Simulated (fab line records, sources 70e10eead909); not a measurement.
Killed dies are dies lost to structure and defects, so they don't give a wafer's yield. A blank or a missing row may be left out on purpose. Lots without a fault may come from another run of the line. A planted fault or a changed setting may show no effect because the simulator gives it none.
fab line records | flow nand_harc | part 2 of 2: steps 17 to 23 of 23
record lots=5 wafers=15 last_day=33
route steps=1302 shown A_CHANNEL_HOLE_D1@461
lots that met no fault: from a run of the same line without faults
start_h: hours from the record's first day to the start of the lot's first wafer shown | wait_h: hours since the lot's step before | " the same as in the row above | L1.1+2: a row that stands for several wafers | - no value, or no start given | * or withheld: withheld | < > ~ a bound
route shown NAME@n: a module of which the file shows steps, and the number in the route of the first | usual: mean/standard deviation of fault-free wafers | same: alike in all rows | chamber/n: place in a boat | sites: the reading at each site | _std_site: their standard deviation | _edge_site: outer sites' mean less inner sites' | radius_mm: how far each site lies from the wafer's centre | mask NAME#n: copy n | behind: the tool/chamber that last shaped the wafer | hold: why the lot was held/for how many hours/how that ended | device: the transistor (n, p or np) that didn't switch | end of line: the same wafers' tests at the end of the route | a step without rows: its recipe alone | killed: dies lost to structure and defects at the first sort, not the wafer's yield | map: a wafer's dies, x killed, . not, _ none there
set.NAME: the setting as run; set.NAME@STEP: as run at that earlier step | model.NAME: the simulator's own value behind a step, which no gauge read
lots at some steps of the route; a table a step, a row a wafer
services: from which hour (start_h, from the record's first day; less than 0 if before it) a tool's chamber was out of use, for how many hours, and why
## steps
# step NHARC_A_CHANNEL_HOLE_D1_ETCH_25
# recipe bias_v=5000 source_w=withheld pressure_mtorr=20 time_s=1040.2 ar_flow_sccm=375 c4f8_flow_sccm=93.8 o2_flow_sccm=31.2 temp_c=-20 target_depth_a=15000 chemistry=C4F8/O2/Ar
# usual drypump_motor_current_A=6.0/0.42 showerhead_plenum_p_Torr=3.72/0.094 throttle_valve_pct=32.237/0.0093
# columns lot.wafer tool chamber start_h wait_h drypump_motor_current_A rf_hours_counter_h showerhead_plenum_p_Torr throttle_valve_pct
L080.2 har_etch-02 0 247.42 0.6 5.4 332 3.60 32.242
L080.3 " 1 " " 6.6 - 3.74 32.243
L080.6 " 1 " " 6.6 - 3.74 32.227
L082.1 har_etch-01 1 270.41 0.6 6.2 140 3.70 32.241
L082.2 " 0 " " 5.9 140 3.85 32.236
L082.3 " 0 " " 5.9 - 3.85 32.245
L089.4 har_etch-02 1 335.08 0.7 6.6 - 3.71 32.241
L089.3 " 0 " " 5.4 - 3.57 32.234
L089.5 " 1 " " 6.6 - 3.71 32.230
L095.1 har_etch-02 1 401.93 0.6 6.7 3 3.70 32.239
L095.3 " 1 " " 6.6 - 3.70 32.233
L095.5 " 0 " " 5.4 - 3.93 32.234
L097.2 har_etch-01 0 420.64 0.6 5.9 232 3.80 32.234
L097.3 " 1 " " 6.2 - 3.65 32.240
L097.6 " 1 " " 6.2 - 3.65 32.243
# step NHARC_A_CHANNEL_HOLE_D1_ETCH_26
# recipe bias_v=300 source_w=2000 pressure_mtorr=30 time_s=224.1 ar_flow_sccm=375 c4f8_flow_sccm=11.4 o2_flow_sccm=113.6 temp_c=-20 target_depth_a=3000 chemistry=C4F8/O2/Ar
# usual drypump_motor_current_A=6.0/0.42 showerhead_plenum_p_Torr=3.77/0.099 throttle_valve_pct=24.584/0.0097
# columns lot.wafer tool chamber start_h wait_h drypump_motor_current_A rf_hours_counter_h showerhead_plenum_p_Torr throttle_valve_pct
L080.2 har_etch-02 0 248.29 0.7 5.4 333 3.64 24.580
L080.3 " 1 " " 6.6 - 3.79 24.573
L080.6 " 1 " " 6.6 - 3.79 24.594
L082.1 har_etch-01 1 271.31 0.8 6.2 140 3.75 24.567
L082.2 " 0 " " 5.9 140 3.91 24.563
L082.3 " 0 " " 5.9 - 3.91 24.580
L089.4 har_etch-02 1 335.74 0.5 6.6 - 3.77 24.572
L089.3 " 0 " " 5.4 - 3.61 24.581
L089.5 " 1 " " 6.6 - 3.77 24.585
L095.1 har_etch-02 1 402.82 0.7 6.6 4 3.75 24.591
L095.3 " 1 " " 6.6 - 3.75 24.573
L095.5 " 0 " " 5.4 - 3.99 24.583
L097.2 har_etch-01 0 421.54 0.7 5.9 232 3.85 24.572
L097.3 " 1 " " 6.2 - 3.70 24.597
L097.6 " 1 " " 6.2 - 3.70 24.589
# step NHARC_A_CHANNEL_HOLE_D1_ETCH_33
# recipe bias_v=400 source_w=2000 pressure_mtorr=25 time_s=90 ar_flow_sccm=375 c4f8_flow_sccm=41.7 o2_flow_sccm=83.3 temp_c=-20 target_depth_a=4000 chemistry=C4F8/O2/Ar
# usual drypump_motor_current_A=6.0/0.42 showerhead_plenum_p_Torr=3.77/0.097 throttle_valve_pct=27.620/0.0085
# columns lot.wafer tool chamber start_h wait_h drypump_motor_current_A rf_hours_counter_h showerhead_plenum_p_Torr throttle_valve_pct
L080.2 har_etch-02 0 248.49 0.2 5.4 333 3.64 27.626
L080.3 " 1 " " 6.6 - 3.79 27.626
L080.6 " 1 " " 6.6 - 3.79 27.628
L082.1 har_etch-01 1 271.51 0.2 6.2 141 3.75 27.619
L082.2 " 0 " " 5.9 141 3.90 27.625
L082.3 " 0 " " 5.9 - 3.90 27.616
L089.4 har_etch-02 1 335.93 0.2 6.6 - 3.76 27.623
L089.3 " 0 " " 5.4 - 3.61 27.627
L089.5 " 1 " " 6.5 - 3.76 27.621
L095.1 har_etch-02 1 403.01 0.2 6.6 4 3.74 27.626
L095.3 " 1 " " 6.6 - 3.74 27.629
L095.5 " 0 " " 5.4 - 3.98 27.627
L097.2 har_etch-01 0 421.74 0.2 5.9 232 3.84 27.636
L097.3 " 1 " " 6.2 - 3.69 27.613
L097.6 " 1 " " 6.2 - 3.69 27.627
# step NHARC_A_CHANNEL_HOLE_D1_STRIP_41
# recipe n2_flow_sccm=150 h2_flow_sccm=150 ar_flow_sccm=0 bias_w=0 chemistry=N2/H2
# columns lot.wafer tool chamber start_h wait_h
L080.3+2+6 rie_diel-11 0,2,0 249.03 0.4
L082.1+2+3 rie_diel-11 2,3,1 272.04 0.5
L089.3+4+5 rie_diel-06 2,0,1 336.41 0.4
L095.3+1+5 rie_diel-06 2,0,1 403.55 0.4
L097.2+3+6 rie_diel-06 1,2,2 422.26 0.5
# step NHARC_A_CHANNEL_HOLE_D1_STRIP_42
# recipe cf4_flow_sccm=100 chf3_flow_sccm=30 ar_flow_sccm=0 bias_w=0 chemistry=CF4/CHF3
# columns lot.wafer tool chamber start_h wait_h
L080.3+2+6 rie_diel-11 3,2,3 249.12 0.1
L082.1+3+2 rie_diel-11 1,2,0 272.13 0.1
L089.4+3+5 rie_diel-06 2,3,1 336.50 0.1
L095.3+1+5 rie_diel-06 1,2,0 403.64 0.1
L097.3+2+6 rie_diel-06 3,0,1 422.36 0.1
# step NHARC_A_CHANNEL_HOLE_D1_STRIP_43
# recipe o2_flow_sccm=400 cos_flow_sccm=20 ar_flow_sccm=0 bias_w=0 chemistry=O2/COS
# columns lot.wafer tool chamber start_h wait_h
L080.2+3+6 rie_diel-11 0,2,3 249.23 0.1
L082.3+2+1 rie_diel-11 0,1,3 272.32 0.2
L089.3+4+5 rie_diel-06 2,1,2 336.56 0.0
L095.3+1+5 rie_diel-06 2,3,0 403.70 0.1
L097.3+2+6 rie_diel-06 1,2,1 422.42 0.1
# step NHARC_A_CHANNEL_HOLE_D1_ETCH_44
# recipe target_depth_a=1400 overetch_a=140 time_s=77 ion_energy_ev=100 cf4_flow_sccm=80 o2_flow_sccm=20 ar_flow_sccm=0 rf_w=300 bias_w=100 chemistry=CF4/O2
# usual drypump_motor_current_A=5.6/0.38 oes_product_au=0.998/0.0077 rf_vpp_V=198.0/1.2 showerhead_plenum_p_Torr=1.35/0.047 throttle_valve_pct=13.398/0.0089
# columns lot.wafer tool chamber start_h wait_h drypump_motor_current_A oes_product_au rf_hours_counter_h rf_vpp_V showerhead_plenum_p_Torr throttle_valve_pct
L080.2 rie_diel-11 2 249.29 0.1 5.6 0.998 54 197.3 1.37 13.395
L080.3 " 3 " " 6.1 1.002 47 196.5 1.26 13.400
L080.6 " 2 " " 5.6 0.992 - 198.9 1.37 13.413
L082.2 rie_diel-11 0 272.39 0.1 6.5 0.989 2 196.2 1.30 13.384
L082.3 " 2 " " 5.6 1.002 2 197.5 1.37 13.392
L082.1 " 3 " " 6.1 1.013 2 196.7 1.26 13.398
L089.3 rie_diel-06 1 336.63 0.1 5.7 0.993 1 198.7 1.38 13.410
L089.4 " 2 " " 5.1 0.999 1 200.4 1.42 13.403
L089.5 " 0 " " 5.2 1.004 - 199.1 1.30 13.406
L095.3 rie_diel-06 0 403.76 0.1 5.3 0.998 6 196.5 1.30 13.417
L095.1 " 2 " " 5.1 1.008 6 198.4 1.42 13.392
L095.5 " 0 " " 5.3 1.010 - 197.4 1.30 13.402
L097.3 rie_diel-06 2 422.50 0.1 5.1 1.002 8 200.2 1.42 13.397
L097.2 " 3 " " 5.9 0.992 7 197.0 1.32 13.407
L097.6 " 0 " " 5.3 1.006 - 197.2 1.30 13.395
## services
# columns tool chamber start_h hours kind
rie_diel-06 0 237.21 - clean
rie_diel-06 1 237.21 - clean
rie_diel-06 2 237.21 - clean
rie_diel-06 3 237.21 - clean
har_etch-02 - 242.88 0.3 repair
rie_diel-11 - 255.60 9.0 pm
rie_diel-06 0 261.71 - clean
rie_diel-06 1 261.71 - clean
rie_diel-06 2 261.71 - clean
rie_diel-06 3 261.71 - clean
rie_diel-06 0 286.21 - clean
rie_diel-06 1 286.21 - clean
rie_diel-06 2 286.21 - clean
rie_diel-06 3 286.21 - clean
rie_diel-06 - 307.21 9.0 pm
rie_diel-06 0 307.21 9.0 vent_cycle
rie_diel-06 1 307.21 9.0 vent_cycle
har_etch-01 - 315.20 4.6 repair
litho_track-01 - 330.00 7.0 pm
litho_track-06 - 354.00 7.0 pm
litho_track-04 - 378.00 7.0 pm
har_etch-02 - 381.82 17.0 pm
rie_diel-11 1 399.63 34.1 repair
rie_diel-11 3 405.17 43.9 repair
